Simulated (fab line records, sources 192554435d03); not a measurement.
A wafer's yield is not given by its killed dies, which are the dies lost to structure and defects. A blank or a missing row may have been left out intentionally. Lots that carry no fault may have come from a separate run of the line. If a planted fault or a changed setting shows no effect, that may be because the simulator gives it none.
fab line records ; flow n5-finfet
record lots=10; wafers=30; last-day=18
route steps=1938 shown WELL_APT@31 PMOS_HMC_CHANNEL_EPI@78 FIN_SAQP@100 BEOL_M4@1111 PASSIVATION@1936
lots that met no fault: from a run of the same line without faults
start-h: the number of hours between the record's first day and the start of the first shown wafer of the lot ; wait-h: hours from the lot's prior step to this one ; " as in the row above ; L1.1+2: a single row standing in for several wafers ; - no value, or no start was given ; * or withheld: withheld ; < > ~ a bound
route shown NAME@n: names a module that has steps shown in the file, with the first one's number in the route ; usual: mean/standard deviation taken from wafers without a fault ; same: alike in all rows ; chamber/n: place in a boat ; sites: readings site by site ; _std_site: the standard deviation of these ; _edge_site: the outer-site mean with the inner-site mean subtracted ; radius-mm: for every site, how far away it sits from the centre of the wafer ; mask NAME#n: copy n ; behind: the most recent tool/chamber to have shaped the wafer ; hold: why the lot was held/for how many hours/how that ended ; device: which transistor (n, p or np) failed to switch ; end of line: tests run on the same wafers once the route is complete ; for a step that has no rows: nothing shown but its recipe ; killed: not the wafer's yield, but the dies lost to structure and defects at the first sort ; map: a wafer's dies, x killed, . not, _ none there
set.NAME: the setting that was run; set.NAME@STEP: the one run at that earlier step ; model.NAME: the simulator's own value behind a step, which no gauge read
one table for each step of the route and one row for each wafer, over a sample of lots
services: when a tool's chamber went out of use (start-h, in hours from the record's first day, below 0 if earlier), for how many hours, and the reason
## steps
# step N5_WELL_APT_DESCUM_13
# recipe chemistry=O2; time-s=7.9; source-power-w=50; bias-power-w=20; pressure-mtorr=20; rf-frequency-hz=2.712e+07; temp-c=40; o2-flow-sccm=225
# usual drypump-motor-current-A=5.7/0.43; oes-product-au=0.75/0.082; rf-vpp-V=242.5/1.2; showerhead-plenum-p-Torr=2.06/0.064; throttle-valve-pct=20.41/0.3
lot.wafer;tool;chamber;start-h;wait-h;drypump-motor-current-A;oes-product-au;rf-hours-counter-h;rf-vpp-V;showerhead-plenum-p-Torr;throttle-valve-pct
L431.2;rie-diel-05;2;19.84;0.1;5.1;0.76;151;245.1;2.18;20.18
L431.4;rie-diel-05;0;19.84;0.1;5.7;0.73;178;241.1;2.03;20.77
L431.6;rie-diel-05;0;19.84;0.1;5.7;0.72;-;241.7;2.03;20.78
L432.1;rie-diel-04;0;26.54;0.5;5.6;0.72;181;241.4;2.02;20.31
L432.4;rie-diel-04;1;26.54;0.5;5.3;0.75;130;242.0;2.02;20.02
L432.5;rie-diel-04;0;26.54;0.5;5.6;0.72;-;242.2;2.02;20.32
L433.1;rie-diel-05;2;32.07;0.0;5.1;0.75;156;244.6;2.18;20.17
L433.4;rie-diel-05;0;32.07;0.0;5.7;0.71;-;241.3;2.03;20.78
L433.6;rie-diel-05;2;32.07;0.0;5.1;0.75;-;244.5;2.18;20.19
L440.2;rie-diel-04;1;74.07;0.1;5.2;0.73;151;241.3;2.02;20.03
L440.3;rie-diel-04;2;74.07;0.1;5.8;0.74;145;244.0;2.20;20.63
L440.4;rie-diel-04;0;74.07;0.1;5.6;0.71;-;240.3;2.01;20.36
L444.2;rie-diel-05;1;98.75;0.4;6.1;0.93;13;242.0;2.07;20.18
L444.4;rie-diel-05;2;98.75;0.4;5.1;0.73;180;244.1;2.17;20.22
L444.5;rie-diel-05;0;98.75;0.4;5.7;0.70;-;241.3;2.02;20.82
L449.1;rie-diel-04;1;127.77;0.0;5.2;0.72;170;242.4;2.01;20.06
L449.4;rie-diel-04;2;127.77;0.0;5.8;0.73;163;246.0;2.19;20.66
L449.6;rie-diel-04;3;127.77;0.0;5.3;0.91;-;243.0;2.05;19.87
L450.2;rie-diel-06;1;133.73;0.0;6.0;0.72;219;241.4;2.08;20.87
L450.4;rie-diel-06;1;133.73;0.0;6.0;0.70;-;242.3;2.08;20.86
L450.5;rie-diel-06;2;133.73;0.0;5.4;0.70;-;241.0;1.99;20.42
L451.3;rie-diel-06;3;139.81;0.1;6.4;0.88;40;242.0;2.02;20.12
L451.5;rie-diel-06;0;139.81;0.1;6.6;0.70;-;241.1;2.06;20.69
L451.6;rie-diel-06;3;139.81;0.1;6.4;0.88;-;242.7;2.02;20.13
L452.1;rie-diel-06;0;145.67;0.0;6.6;0.70;232;241.8;2.06;20.69
L452.4;rie-diel-06;2;145.67;0.0;5.4;0.70;185;241.5;1.99;20.43
L452.5;rie-diel-06;2;145.67;0.0;5.4;0.71;-;242.4;1.99;20.43
L453.1;rie-diel-04;2;153.29;0.0;5.8;0.72;169;244.9;2.19;20.67
L453.5;rie-diel-04;2;153.29;0.0;5.8;0.73;-;244.5;2.19;20.68
L453.6;rie-diel-04;1;153.29;0.0;5.2;0.71;-;241.2;2.01;20.07
# step N5_PMOS_HMC_CHANNEL_EPI_EPI_20
# recipe material=SiGe30; mask-material=SiO2; pressure-torr=20; target-thk-a=590; temp-c=600
# usual susceptor-temp-C=600.00/0.29; susceptor_temp_C_max=601.4/0.86
lot.wafer;tool;chamber;start-h;wait-h;susceptor-temp-C;susceptor_temp_C_max
L431.2;epi-rpcvd-04;0;24.21;0.4;599.81;601.0
L431.4;epi-rpcvd-04;0;24.21;0.4;599.76;601.1
L431.6;epi-rpcvd-04;0;24.21;0.4;599.89;600.8
L432.1;epi-rpcvd-04;0;30.84;0.0;599.40;600.3
L432.4;epi-rpcvd-04;0;30.84;0.0;599.90;600.8
L432.5;epi-rpcvd-04;0;30.84;0.0;599.42;600.3
L433.1;epi-rpcvd-04;0;36.17;0.0;612.85;613.9
L433.4;epi-rpcvd-04;0;36.17;0.0;612.93;614.1
L433.6;epi-rpcvd-04;0;36.17;0.0;613.09;614.0
L440.2;epi-rpcvd-04;0;78.52;0.2;612.65;613.5
L440.3;epi-rpcvd-04;0;78.52;0.2;612.91;613.8
L440.4;epi-rpcvd-04;0;78.52;0.2;612.95;614.0
L444.2;epi-rpcvd-01;0;103.36;0.3;599.68;600.4
L444.4;epi-rpcvd-01;0;103.36;0.3;599.46;600.2
L444.5;epi-rpcvd-01;0;103.36;0.3;599.69;600.6
L449.1;epi-rpcvd-03;0;132.72;0.0;600.04;602.5
L449.4;epi-rpcvd-03;0;132.72;0.0;599.97;602.7
L449.6;epi-rpcvd-03;0;132.72;0.0;599.90;602.9
L450.2;epi-rpcvd-04;0;138.03;0.2;600.10;601.0
L450.4;epi-rpcvd-04;0;138.03;0.2;600.06;601.1
L450.5;epi-rpcvd-04;0;138.03;0.2;599.89;600.8
L451.3;epi-rpcvd-04;0;144.48;0.4;599.81;600.9
L451.5;epi-rpcvd-04;0;144.48;0.4;600.14;601.1
L451.6;epi-rpcvd-04;0;144.48;0.4;599.83;600.9
L452.1;epi-rpcvd-04;0;149.92;0.0;600.47;601.7
L452.4;epi-rpcvd-04;0;149.92;0.0;600.17;601.2
L452.5;epi-rpcvd-04;0;149.92;0.0;600.15;601.1
L453.1;epi-rpcvd-01;0;157.23;0.0;599.87;600.8
L453.5;epi-rpcvd-01;0;158.29;1.1;599.75;600.5
L453.6;epi-rpcvd-01;0;158.29;1.1;599.83;600.6
# step N5_PMOS_HMC_CHANNEL_EPI_CMP_21
# recipe material=SiGe30; post-cmp-clean=alkaline-brush; target-thk-nm=54
# usual motor-current-A=12.6/0.84
lot.wafer;tool;chamber;start-h;wait-h;motor-current-A
L431.4;cmp-02;1;26.20;0.1;12.8
L431.2;cmp-02;2;26.20;0.1;13.5
L431.6;cmp-02;3;26.20;0.1;14.7
L432.4;cmp-02;3;32.65;0.1;14.0
L432.1;cmp-02;0;32.65;0.1;13.3
L432.5;cmp-02;2;32.65;0.1;13.7
L433.1;cmp-03;0;37.50;0.0;12.5
L433.4;cmp-03;1;37.50;0.0;12.2
L433.6;cmp-03;1;37.50;0.0;11.8
L440.4;cmp-03;0;79.65;0.0;13.0
L440.2;cmp-03;2;79.65;0.0;12.4
L440.3;cmp-03;3;79.65;0.0;13.7
L444.4;cmp-02;0;104.86;0.1;12.8
L444.2;cmp-02;1;104.86;0.1;12.8
L444.5;cmp-02;3;104.86;0.1;15.5
L449.1;cmp-03;2;134.11;0.1;12.6
L449.4;cmp-03;0;134.11;0.1;12.2
L449.6;cmp-03;1;134.11;0.1;11.1
L450.4;cmp-02;2;139.19;0.0;13.8
L450.2;cmp-02;1;139.19;0.0;11.9
L450.5;cmp-02;3;139.19;0.0;14.3
L451.3;cmp-03;0;145.50;0.1;12.2
L451.6;cmp-03;2;145.50;0.1;12.0
L451.5;cmp-03;3;145.50;0.1;12.9
L452.4;cmp-03;0;151.29;0.1;11.9
L452.1;cmp-03;2;151.29;0.1;12.4
L452.5;cmp-03;0;151.29;0.1;12.2
L453.1;cmp-02;0;159.08;0.1;13.2
L453.6;cmp-02;1;159.08;0.1;13.1
L453.5;cmp-02;2;159.08;0.1;13.7
# step N5_FIN_SAQP_PECVD_06
# recipe material=a-Si; target-thk-a=600; temp-c=400; precursor=SiH4/He; pressure-torr=3; rf-w=100; time-s=48.1
# usual heater-power-w=813/110; showerhead-plenum-p-Torr=5.65/0.044; throttle-valve-pct=18.1/1.3
lot.wafer;tool;chamber;start-h;wait-h;heater-power-w;showerhead-plenum-p-Torr;throttle-valve-pct
L431.2;pecvd-04;0;27.64;0.0;786;5.62;20.6
L431.4;pecvd-04;0;27.64;0.0;814;5.61;20.4
L431.6;pecvd-04;2;27.64;0.0;907;5.63;16.8
L432.1;pecvd-01;2;34.10;0.0;1111;5.62;18.3
L432.4;pecvd-01;1;34.10;0.0;917;5.58;18.4
L432.5;pecvd-01;2;34.10;0.0;1113;5.61;18.4
L433.1;pecvd-04;1;39.12;0.0;785;5.67;16.6
L433.4;pecvd-04;2;39.12;0.0;790;5.63;16.9
L433.6;pecvd-04;0;39.12;0.0;861;5.62;20.7
L440.2;pecvd-04;0;81.27;0.0;812;5.62;20.6
L440.3;pecvd-04;1;81.27;0.0;800;5.69;16.9
L440.4;pecvd-04;0;81.27;0.0;782;5.62;20.6
L444.2;pecvd-02;1;106.48;0.0;706;5.63;17.8
L444.4;pecvd-02;2;106.48;0.0;674;5.73;18.3
L444.5;pecvd-02;1;106.48;0.0;703;5.64;17.9
L449.1;pecvd-02;2;135.70;0.0;662;5.71;18.2
L449.4;pecvd-02;1;135.70;0.0;723;5.63;17.8
L449.6;pecvd-02;0;135.70;0.0;789;5.70;18.9
L450.2;pecvd-01;0;142.60;0.0;791;5.61;17.6
L450.4;pecvd-01;0;142.60;0.0;782;5.60;17.4
L450.5;pecvd-01;2;142.60;0.0;1138;5.61;18.6
L451.3;pecvd-01;2;147.40;0.0;1156;5.62;18.2
L451.5;pecvd-01;2;147.40;0.0;1163;5.62;18.1
L451.6;pecvd-01;0;147.40;0.0;755;5.61;17.4
L452.1;pecvd-02;0;152.87;0.0;677;5.72;18.7
L452.4;pecvd-02;2;152.87;0.0;741;5.71;18.1
L452.5;pecvd-02;0;152.87;0.0;692;5.72;18.7
L453.1;pecvd-04;2;160.83;0.0;858;5.63;17.0
L453.5;pecvd-04;2;160.83;0.0;877;5.65;16.9
L453.6;pecvd-04;0;160.83;0.0;801;5.63;20.9
# step N5_BEOL_M4_RC_MEAS_101
# usual DIBL_N=36.0/2.5; DIBL_P=36.7/3; IOFF_N=0.16/0.043; IOFF_P=0.21/0.049; ION_N=673/15; ION_P=461/9.8; SS_N=71.5/0.83; SS_P=73.4/0.83; VT_N=250/4; VT_P=-251/4
lot.wafer;tool;chamber;start-h;wait-h;DIBL_N[mV/V];DIBL_P[mV/V];IOFF_N[nA/um];IOFF_P[nA/um];ION_N[uA/um];ION_P[uA/um];SS_N[mV/dec];SS_P[mV/dec];VT_N[mV];VT_P[mV]
L431.2;prober-02;0;160.81;0.2;41.7;41.5;0.27;0.30;687;465;73.2;75.1;244;-247
L431.4;prober-02;0;160.81;0.2;36.4;34.4;0.14;0.17;663;449;71.2;73.3;255;-257
L431.6;prober-02;0;160.81;0.2;36.7;34.5;0.15;0.18;664;449;71.7;74.0;255;-255
L432.1;prober-02;0;180.56;0.0;36.6;37.3;0.18;0.19;697;468;71.9;74.1;248;-254
L432.4;prober-02;0;180.56;0.0;38.3;38.7;0.20;0.22;686;459;72.2;74.5;247;-251
L432.5;prober-02;0;180.56;0.0;34.3;34.4;0.13;0.16;676;463;70.9;73.0;254;-255
L433.1;prober-02;0;185.75;0.0;40.0;40.4;0.22;0.22;691;455;72.0;73.9;243;-250
L433.4;prober-02;0;185.75;0.0;35.5;35.8;0.14;0.16;664;444;71.4;73.5;251;-258
L433.6;prober-02;0;185.75;0.0;40.0;41.7;0.24;0.25;700;469;72.0;73.8;242;-249
L440.2;prober-02;0;220.05;0.2;39.1;38.8;0.18;0.17;668;445;72.7;74.5;251;-257
L440.3;prober-02;0;220.05;0.2;37.2;38.2;0.15;0.17;665;443;71.9;73.6;251;-258
L440.4;prober-02;0;220.05;0.2;34.3;35.3;0.12;0.14;651;444;70.4;73.3;254;-262
L444.2;prober-01;0;243.50;0.2;41.8;41.4;0.27;0.32;684;462;73.2;74.9;247;-244
L444.4;prober-01;0;243.50;0.2;34.5;32.9;0.13;0.18;668;462;70.4;72.5;251;-251
L444.5;prober-01;0;243.50;0.2;35.7;33.3;0.13;0.18;650;447;71.9;73.4;256;-251
L449.1;prober-02;0;288.27;0.0;33.7;35.3;0.12;0.17;674;458;71.4;72.8;255;-256
L449.4;prober-02;0;288.27;0.0;35.5;37.1;0.15;0.19;679;461;71.3;73.7;250;-253
L449.6;prober-02;0;288.27;0.0;37.5;38.7;0.17;0.20;666;445;72.2;74.1;253;-252
L450.2;prober-01;0;296.14;0.2;37.2;38.7;0.19;0.26;677;464;71.9;73.6;248;-248
L450.4;prober-01;0;296.14;0.2;33.4;33.9;0.13;0.19;662;463;70.9;72.9;253;-250
L450.5;prober-01;0;296.14;0.2;34.2;34.3;0.15;0.20;682;472;71.5;72.6;246;-249
L451.3;prober-01;0;305.45;0.3;36.2;37.5;0.17;0.23;690;470;71.2;73.6;246;-248
L451.5;prober-01;0;305.45;0.3;35.2;35.9;0.15;0.21;686;475;71.5;72.8;250;-248
L451.6;prober-01;0;305.45;0.3;38.7;40.4;0.22;0.29;685;466;72.0;74.1;244;-246
L452.1;prober-01;0;319.88;0.0;36.6;39.2;0.19;0.24;694;479;70.8;73.8;242;-249
L452.4;prober-01;0;319.88;0.0;35.8;38.0;0.16;0.21;684;469;71.7;73.5;248;-251
L452.5;prober-01;0;319.88;0.0;35.0;36.9;0.14;0.20;669;461;71.0;73.1;252;-250
L453.1;prober-01;0;325.33;0.0;35.6;36.6;0.14;0.17;672;454;71.1;72.9;252;-256
L453.5;prober-01;0;325.33;0.0;37.2;38.3;0.17;0.19;683;463;71.8;73.6;251;-254
L453.6;prober-01;0;325.33;0.0;35.3;36.1;0.13;0.16;650;445;70.9;73.2;254;-258
# step N5_PASSIVATION_PROBE_49
# usual defect-limited-yield=91.1/1.5; killed_at_M0_to_M3=37/11; killed_at_M4_up=13/5.6; killed-at-contacts=12/5.6; killed-at-front-end=39/11; killed-at-other=4/3.1; killed-dies=105/18; killed-open=69/13; killed-short=35/7.4; sort_bin_4_leakage=0.00/0.022; sort_bin_5_function=5.1/0.92; sort_bin_6_memory=3.4/0.76; sort_bin_8_speed=0.02/0.11; sort-n-pass=1075/18; sort-yield-pct=91.1/1.5
# same gross-dies=1180; killed-at-back-side=0
lot.wafer;tool;chamber;start-h;wait-h;defect-limited-yield[%];killed_at_M0_to_M3;killed_at_M4_up;killed-at-contacts;killed-at-front-end;killed-at-other;killed-dies;killed-open;killed-short;sort_bin_4_leakage[%];sort_bin_5_function[%];sort_bin_6_memory[%];sort_bin_8_speed[%];sort-n-pass;sort-yield-pct[%]
L440.4;prober-02;-;326.54;0.2;90.3;41;18;14;38;4;115;73;40;0;5.9;3.6;0.08;1064;90.2
# killed by level:class
L440.4 BEOL_M3:geometric-particle:open=13 MOL_CONTACT_COAG:geometric-particle:open=9 BEOL_M4:geometric-particle:open=8 BEOL_M0_SAQP:geometric-particle:open=7 BEOL_M1:geometric-particle:open=6 FIN_SAQP:geometric-particle:short=5 MOL_CONTACT_COAG:geometric-particle:short=5 DUMMY_GATE:geometric-particle:short=4
## services
tool;chamber;start-h;hours;kind
rie-diel-04;1;-3.07;4.4;repair
cmp-03;-;-0.87;4.0;pm
pecvd-01;0;2.06;18.8;repair
pecvd-01;-;2.89;1.8;repair
rie-diel-06;3;7.58;5.4;repair
pecvd-02;0;10.36;4.2;repair
rie-diel-05;-;11.67;0.7;repair
cmp-02;-;12.12;0.4;repair
rie-diel-04;3;15.43;4.5;repair
cmp-03;-;19.06;3.2;repair
rie-diel-04;-;29.97;0.6;repair
pecvd-02;1;34.74;3.5;repair
cmp-02;-;36.31;2.3;repair
pecvd-04;2;41.72;6.6;repair
cmp-02;-;50.19;1.1;repair
pecvd-04;0;52.84;12.6;repair
cmp-02;-;54.90;4.0;pm
cmp-03;-;57.67;6.3;pm
cmp-03;-;64.00;11.1;pm
pecvd-04;-;85.19;0.5;repair
epi-rpcvd-04;-;89.26;18.4;repair
epi-rpcvd-04;-;107.67;2.8;pm
rie-diel-04;2;130.36;10.1;repair
cmp-03;-;152.50;1.3;repair
## key
first-sign step=N5_PMOS_HMC_CHANNEL_EPI_EPI_20; reading=susceptor-temp-C; direction=up; sigmas=45; usual=*; struck=*
effect step=N5_PMOS_HMC_CHANNEL_EPI_EPI_20; reading=susceptor_temp_C_max; direction=up; sigmas=15; usual=*; struck=*
met-at N5_PMOS_HMC_CHANNEL_EPI_EPI_20
struck-lots L433,L440
not-acting-at N5_WELL_APT_DESCUM_13,N5_PMOS_HMC_CHANNEL_EPI_CMP_21,N5_FIN_SAQP_PECVD_06
onset-between 30.84 36.17
fault kind=process-parameter-drift; tool=epi-rpcvd-04; chamber=-; onset-h=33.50; steps=N5_PMOS_HMC_CHANNEL_EPI_EPI_20; channel=temp-c; offset=*; shape=step; end-h=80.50; acts-in=*; stated=*
